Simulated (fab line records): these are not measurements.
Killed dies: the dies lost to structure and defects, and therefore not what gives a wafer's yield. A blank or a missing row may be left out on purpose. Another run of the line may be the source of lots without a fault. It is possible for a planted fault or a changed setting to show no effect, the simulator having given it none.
Chamber matching ; flow nand harc ; 4 sister chambers for NHARC_A_SGD_CUT_CMP_21 on cmp-03
The step polishes, target thk 148.19 nm. 8 wafers are shown with their chamber, then 9 later ones without.

== WAFERS, EACH WITH ITS CHAMBER ==
wafer;chamber;motor current A (A);time to endpoint s (s)
L077.5;1;15.8;52
L080.3;0;11.9;52
L080.5;2;10.6;46
L082.4;1;15.1;56
L082.5;2;11.0;51
L083.4;3;12.8;51
L083.5;0;12.1;52
L083.6;3;12.6;50

== WAFERS WITHOUT THEIR CHAMBER ==
wafer;motor current A (A);time to endpoint s (s)
L087.1;12.2;54
L087.5;12.7;51
L087.6;10.0;48
L091.2;14.4;47
L091.4;10.6;45
L091.5;11.1;46
L093.1;14.7;49
L093.5;12.4;47
L093.6;10.6;45

== WHICH CHAMBER EACH WENT THROUGH ==
wafer;from the rows above;in truth
L087.1;can't be placed: 0 or 3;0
L087.5;3;3
L087.6;2;2
L091.2;can't be placed: 1 or 3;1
L091.4;2;2
L091.5;2;2
L093.1;1;1
L093.5;can't be placed: 3 or 0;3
L093.6;2;2
Correctly placed: 6 of 9. Not placeable from these rows: 3 (in 3, the candidates include the true chamber). Number placed wrongly: 0.
How it was worked out, from the rows above alone: a wafer's distance from a chamber is the root of the sum, over the readings, of the square of ((its reading less the chamber's mean) divided by the reading's scatter). The wafer belongs to the nearest chamber; if the next one is less than 2 further off, it can't be placed. The mean given for a chamber averages the wafers shown for that chamber. The scatter: the root of (the sum of the squares of (reading less its chamber's mean) over the shown wafers, divided by (wafers less chambers)).
